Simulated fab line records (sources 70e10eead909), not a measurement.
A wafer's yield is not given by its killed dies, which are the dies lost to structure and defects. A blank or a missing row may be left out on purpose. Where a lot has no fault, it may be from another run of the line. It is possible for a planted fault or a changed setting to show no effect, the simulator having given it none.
fab line records	flow nandHarc	part 2 of 2: steps 5 to 6 of 6
record lots=21	wafers=63	lastDay=33
route steps=1302 shown P_ZERO_WELL@18 P_GATE@156 P_CONTACT@236
lots with no fault: from the same line, run without faults
startH: the number of hours between the record's first day and the start of the first shown wafer of the lot	waitH: hours elapsed since this lot's preceding step	" repeats the value in the row above	L1.1+2: one row covering several wafers at once	- no value, or no start was given	* or withheld: withheld	< > ~ a bound
route shown NAME@n: a module of which the file shows steps, and the number in the route of the first	usual: mean/standard deviation of fault-free wafers	same: alike in all rows	chamber/n: place in a boat	sites: the reading at each site	_std_site: how widely they spread, as a standard deviation	_edge_site: the outer-site mean with the inner-site mean subtracted	radiusMm: for every site, how far away it sits from the centre of the wafer	mask NAME#n: copy n	behind: the most recent tool/chamber to have shaped the wafer	hold: reason for holding the lot/hours on hold/outcome of the hold	device: names the non-switching transistor (n, p or np)	end of line: tests run on the same wafers once the route is complete	for a step that has no rows: nothing shown but its recipe	killed: at the first sort, the dies lost to defects and structure; wafer yield is something else	map: a wafer's dies, marking killed ones x, the rest . and places with no die _
set.NAME: the run value of the setting; set.NAME@STEP: its run value at that earlier step	model.NAME: the simulator's own value behind a step, which no gauge read
the route's steps for a sample of lots (tables are steps, rows are wafers)
services: a tool's chamber out of use, with start hour (startH, from the record's first day; less than 0 if before it), hours out, and reason
## steps
# step NHARC_P_CONTACT_ETCH_35
# recipe targetDepthA=390	overEtchFrac=0.3	timeS=65	ionEnergyEv=80	cf4FlowSccm=150	arFlowSccm=0	rfW=300	biasW=100	chemistry=CF4
# usual drypumpMotorCurrentA=5.7/0.36	oesProductAu=1.004/0.013	rfVppV=151.1/1.4	showerheadPlenumPTorr=1.76/0.077	throttleValvePct=13.283/0.0093
lot.wafer	tool	chamber	startH	waitH	drypumpMotorCurrentA	oesProductAu	rfHoursCounterH	rfVppV	showerheadPlenumPTorr	throttleValvePct
L074.3	rieDiel-12	2	113.34	0.1	6.1	1.011	0.1	151.4	1.80	13.292
L074.1	"	1	"	"	5.7	1.033	0.1	151.4	1.79	13.296
L074.5	"	2	"	"	6.1	1.006	-	150.4	1.80	13.278
L075.2	rieDiel-10	0	127.87	0.1	5.9	0.989	4.4	152.7	1.89	13.267
L075.4	"	1	"	"	6.0	1.010	4.3	150.5	1.72	13.295
L075.3	"	2	"	"	5.7	1.003	2.9	150.2	1.73	13.290
L076.1	rieDiel-12	1	136.74	0.1	5.7	1.016	0.7	152.1	1.79	13.278
L076.4	"	2	"	"	6.1	0.983	0.8	151.3	1.80	13.277
L076.3	"	3	"	"	5.1	0.986	0.8	152.5	1.84	13.289
L077.2	rieDiel-10	1	149.39	0.1	5.9	1.003	5.4	150.3	1.72	13.278
L077.5	"	1	"	"	5.9	1.011	-	149.5	1.72	13.287
L077.6	"	2	"	"	5.7	1.005	-	149.9	1.73	13.282
L078.2	rieDiel-06	0	157.22	0.1	5.6	1.015	0.3	150.4	1.68	13.286
L078.1	"	1	"	"	5.6	1.001	0.3	149.3	1.66	13.306
L078.3	"	2	"	"	5.9	0.982	0.3	149.3	1.72	13.282
L080.4	rieDiel-10	1	173.00	0.1	5.9	1.024	5.8	150.5	1.72	13.287
L080.1	"	2	"	"	5.7	1.012	4.7	150.0	1.73	13.276
L080.6	"	1	"	"	5.9	1.019	-	149.6	1.72	13.289
L082.3	rieDiel-06	0	194.08	0.1	5.5	1.025	1.5	148.6	1.68	13.284
L082.2	"	2	"	"	5.9	0.993	1.7	151.9	1.72	13.268
L082.6	"	0	"	"	5.5	1.019	-	150.1	1.68	13.285
L081.2	rieDiel-10	2	194.86	0.1	5.7	1.012	6.6	152.1	1.73	13.287
L081.1	"	1	"	"	5.9	1.009	7.6	150.2	1.72	13.293
L081.5	"	3	"	"	6.2	1.028	-	153.9	1.80	13.279
L083.4	rieDiel-12	2	210.43	0.1	6.1	0.989	2.0	151.1	1.80	13.274
L083.3	"	1	"	"	5.7	1.030	2.0	152.4	1.79	13.284
L083.5	"	2	"	"	6.1	1.000	-	153.1	1.80	13.271
L084.1	rieDiel-06	1	219.93	0.1	5.6	1.005	2.4	148.2	1.66	13.278
L084.2	"	2	"	"	5.8	0.985	2.4	152.1	1.73	13.265
L084.4	"	3	"	"	5.6	0.999	2.2	153.0	1.88	13.276
L086.1	rieDiel-10	3	234.59	0.1	6.2	1.028	10.5	152.1	1.80	13.292
L086.2	"	0	"	"	6.0	1.019	10.8	152.7	1.89	13.274
L086.5	"	1	"	"	5.9	1.017	-	151.2	1.72	13.281
L087.3	rieDiel-06	1	262.49	0.1	5.6	1.000	3.4	149.0	1.66	13.278
L087.6	"	1	"	"	5.6	0.998	-	149.8	1.66	13.299
L087.5	"	2	"	"	5.8	0.976	-	150.6	1.72	13.278
L088.1	rieDiel-10	2	264.90	0.1	5.7	0.990	1.2	147.6	1.73	13.282
L088.3	"	0	"	"	6.0	1.012	0.9	153.5	1.89	13.278
L088.2	"	1	"	"	5.9	1.003	1.2	149.3	1.72	13.280
L089.4	rieDiel-12	1	267.66	0.1	5.7	1.016	3.4	152.3	1.78	13.285
L089.1	"	2	"	"	6.1	0.990	3.4	152.8	1.80	13.280
L089.6	"	0	"	"	4.8	1.009	-	150.4	1.68	13.283
L090.2	rieDiel-06	2	276.92	0.1	5.9	0.990	3.7	151.5	1.72	13.296
L090.1	"	1	"	"	5.6	1.010	3.9	150.7	1.66	13.299
L090.5	"	3	"	"	5.6	1.011	-	152.1	1.88	13.285
L091.2	rieDiel-12	2	289.80	0.1	6.1	0.977	0.2	150.8	1.80	13.297
L091.6	"	0	"	"	4.8	0.986	-	150.5	1.68	13.286
L091.5	"	1	"	"	5.7	1.006	-	152.5	1.78	13.308
L092.3	rieDiel-06	2	300.99	0.1	5.8	0.978	4.6	150.4	1.72	13.272
L092.1	"	3	"	"	5.5	1.010	4.6	152.3	1.88	13.284
L092.6	"	0	"	"	5.6	1.015	-	149.8	1.68	13.287
L094.1	rieDiel-06	0	316.76	0.1	5.5	1.005	0.0	148.5	1.68	13.285
L094.6	"	1	"	"	5.6	1.002	-	149.9	1.66	13.286
L094.5	"	2	"	"	5.8	1.007	-	151.2	1.72	13.289
L095.2	rieDiel-12	1	328.77	0.1	5.7	1.013	1.6	151.8	1.78	13.279
L095.3	"	3	"	"	5.1	1.011	1.6	152.1	1.84	13.282
L095.1	"	0	"	"	4.8	0.994	1.5	150.0	1.68	13.274
L096.4	rieDiel-06	2	336.45	0.1	5.9	1.014	0.6	149.5	1.72	13.288
L096.3	"	3	"	"	5.6	1.006	0.6	152.6	1.88	13.286
L096.6	"	2	"	"	5.8	1.004	-	151.4	1.72	13.275
L097.4	rieDiel-06	2	348.68	0.1	5.9	0.994	1.3	151.2	1.72	13.273
L097.1	"	3	"	"	5.5	1.010	1.2	152.3	1.88	13.276
L097.5	"	2	"	"	5.8	1.005	-	150.5	1.72	13.262
# step NHARC_P_CONTACT_ETCH_31
# recipe targetDepthA=300	timeS=85.7	ionEnergyEv=120	overEtchFrac=1	ch3fFlowSccm=50	o2FlowSccm=30	arFlowSccm=200	rfW=500	biasW=100	chemistry=CH3F/O2
# usual drypumpMotorCurrentA=5.7/0.35	oesProductAu=0.981/0.015	rfVppV=244.2/1.8	showerheadPlenumPTorr=2.46/0.11	throttleValvePct=20.664/0.009
lot.wafer	tool	chamber	startH	waitH	drypumpMotorCurrentA	oesProductAu	rfHoursCounterH	rfVppV	showerheadPlenumPTorr	throttleValvePct
L074.3	rieDiel-12	2	-	-	6.1	0.994	0.4	244.9	2.50	20.663
L074.1	"	0	"	"	4.8	0.966	0.3	243.5	2.33	20.666
L074.5	"	1	"	"	5.7	1.011	-	245.2	2.48	20.664
L075.3	rieDiel-10	3	-	-	6.2	0.993	4.4	245.9	2.51	20.643
L075.4	"	0	"	"	6.0	0.976	4.7	246.1	2.63	20.674
L075.2	"	2	"	"	5.7	0.991	3.2	243.4	2.40	20.672
L076.1	rieDiel-12	1	-	-	5.7	1.011	1.1	245.2	2.48	20.654
L076.3	"	2	"	"	6.1	0.976	1.0	245.3	2.50	20.663
L076.4	"	0	"	"	4.8	0.979	1.0	242.3	2.33	20.656
L077.2	rieDiel-10	3	-	-	6.2	0.993	5.7	245.4	2.51	20.664
L077.6	"	3	"	"	6.2	0.992	-	246.3	2.51	20.669
L077.5	"	0	"	"	6.0	0.964	-	246.7	2.63	20.660
L078.3	rieDiel-06	1	-	-	5.6	0.989	0.7	241.8	2.30	20.669
L078.2	"	2	"	"	5.9	0.966	0.6	243.2	2.40	20.668
L078.1	"	3	"	"	5.5	0.966	0.5	246.8	2.62	20.665
L080.4	rieDiel-10	0	-	-	5.9	0.954	6.6	247.0	2.63	20.663
L080.1	"	1	"	"	5.9	0.973	6.0	242.3	2.39	20.675
L080.6	"	0	"	"	5.9	0.958	-	247.4	2.63	20.664
L082.3	rieDiel-06	2	-	-	5.9	0.979	1.9	241.7	2.39	20.664
L082.2	"	1	"	"	5.6	0.981	2.0	241.8	2.30	20.666
L082.6	"	2	"	"	5.9	0.976	-	243.8	2.40	20.659
L081.2	rieDiel-10	2	-	-	5.7	0.998	6.8	244.5	2.40	20.660
L081.1	"	1	"	"	5.9	0.995	8.0	242.9	2.39	20.669
L081.5	"	3	"	"	6.2	1.013	-	245.2	2.51	20.668
L083.3	rieDiel-12	2	-	-	6.1	0.972	2.4	245.5	2.50	20.672
L083.4	"	0	"	"	4.8	0.973	2.0	243.2	2.33	20.668
L083.5	"	2	"	"	6.1	0.982	-	245.0	2.50	20.652
L084.4	rieDiel-06	1	-	-	5.6	0.985	2.8	240.8	2.30	20.661
L084.1	"	2	"	"	5.9	0.967	2.6	245.4	2.39	20.652
L084.2	"	3	"	"	5.5	0.984	2.4	246.1	2.62	20.661
L086.2	rieDiel-10	0	-	-	6.0	0.989	11.0	246.5	2.63	20.662
L086.1	"	1	"	"	6.0	1.015	9.9	243.8	2.38	20.665
L086.5	"	1	"	"	6.0	1.004	-	242.8	2.38	20.663
L087.3	rieDiel-06	2	-	-	5.9	0.963	3.5	243.3	2.39	20.662
L087.6	"	0	"	"	5.5	0.969	-	241.6	2.33	20.666
L087.5	"	1	"	"	5.6	0.953	-	242.2	2.30	20.670
L088.1	rieDiel-10	0	-	-	5.9	0.981	1.3	247.2	2.63	20.659
L088.2	"	1	"	"	5.9	0.980	1.6	242.4	2.38	20.683
L088.3	"	2	"	"	5.8	0.977	1.6	242.8	2.40	20.659
L089.1	rieDiel-12	0	-	-	4.8	0.991	3.4	242.1	2.33	20.677
L089.4	"	2	"	"	6.1	0.980	3.7	245.0	2.50	20.668
L089.6	"	3	"	"	5.1	0.981	-	244.3	2.56	20.655
L090.2	rieDiel-06	1	-	-	5.6	0.976	4.1	242.5	2.30	20.664
L090.1	"	2	"	"	5.8	0.964	4.0	243.1	2.39	20.667
L090.5	"	1	"	"	5.6	0.965	-	243.1	2.30	20.675
L091.2	rieDiel-12	1	-	-	5.7	1.000	0.4	245.5	2.48	20.662
L091.6	"	2	"	"	6.1	0.974	-	245.1	2.50	20.664
L091.5	"	3	"	"	5.1	0.990	-	245.0	2.56	20.665
L092.3	rieDiel-06	2	-	-	5.9	0.960	4.9	243.4	2.39	20.662
L092.1	"	1	"	"	5.6	1.001	5.0	241.4	2.29	20.663
L092.6	"	2	"	"	5.9	0.963	-	242.7	2.39	20.676
L094.1	rieDiel-06	3	-	-	5.6	1.005	0.3	246.6	2.62	20.676
L094.5	"	0	"	"	5.6	0.994	-	241.5	2.33	20.665
L094.6	"	1	"	"	5.6	0.976	-	243.2	2.29	20.666
L095.2	rieDiel-12	2	-	-	6.1	0.959	2.0	243.6	2.50	20.671
L095.1	"	3	"	"	5.1	0.968	1.8	246.1	2.56	20.655
L095.3	"	1	"	"	5.7	0.975	2.0	243.9	2.48	20.660
L096.3	rieDiel-06	0	-	-	5.5	0.987	0.8	242.8	2.33	20.668
L096.4	"	1	"	"	5.6	0.981	0.9	242.4	2.29	20.658
L096.6	"	3	"	"	5.6	0.987	-	245.4	2.62	20.688
L097.1	rieDiel-06	3	-	-	5.5	0.977	1.6	245.6	2.62	20.669
L097.4	"	1	"	"	5.6	0.980	1.4	241.5	2.29	20.662
L097.5	"	3	"	"	5.6	0.971	-	246.8	2.62	20.664
## services
tool	chamber	startH	hours	kind
rieDiel-04	-	0.90	9.0	pm
rieDiel-10	3	13.61	2.0	repair
rieDiel-04	0	15.44	4.3	repair
rieDiel-06	0	20.84	2.1	repair
rieDiel-01	-	26.83	9.0	pm
rieDiel-12	2	42.96	4.7	repair
rieDiel-06	3	55.72	5.1	repair
rieDiel-12	3	65.10	6.9	repair
rieDiel-10	-	65.60	9.0	pm
rieDiel-12	-	91.40	9.0	pm
rieDiel-10	2	103.17	10.3	repair
rieDiel-01	0	106.82	6.2	repair
rieDiel-06	-	130.20	9.0	pm
rieDiel-01	2	141.89	8.3	repair
rieDiel-01	3	152.32	6.0	repair
rieDiel-13	-	165.00	9.0	pm
rieDiel-01	-	205.24	9.0	pm
rieDiel-13	3	211.57	1.3	repair
rieDiel-13	-	223.40	0.1	repair
rieDiel-01	1	285.12	9.1	repair
rieDiel-01	2	304.42	4.4	repair
rieDiel-06	-	307.20	9.0	pm
rieDiel-13	-	342.00	9.0	pm
rieDiel-01	0	343.32	14.5	repair
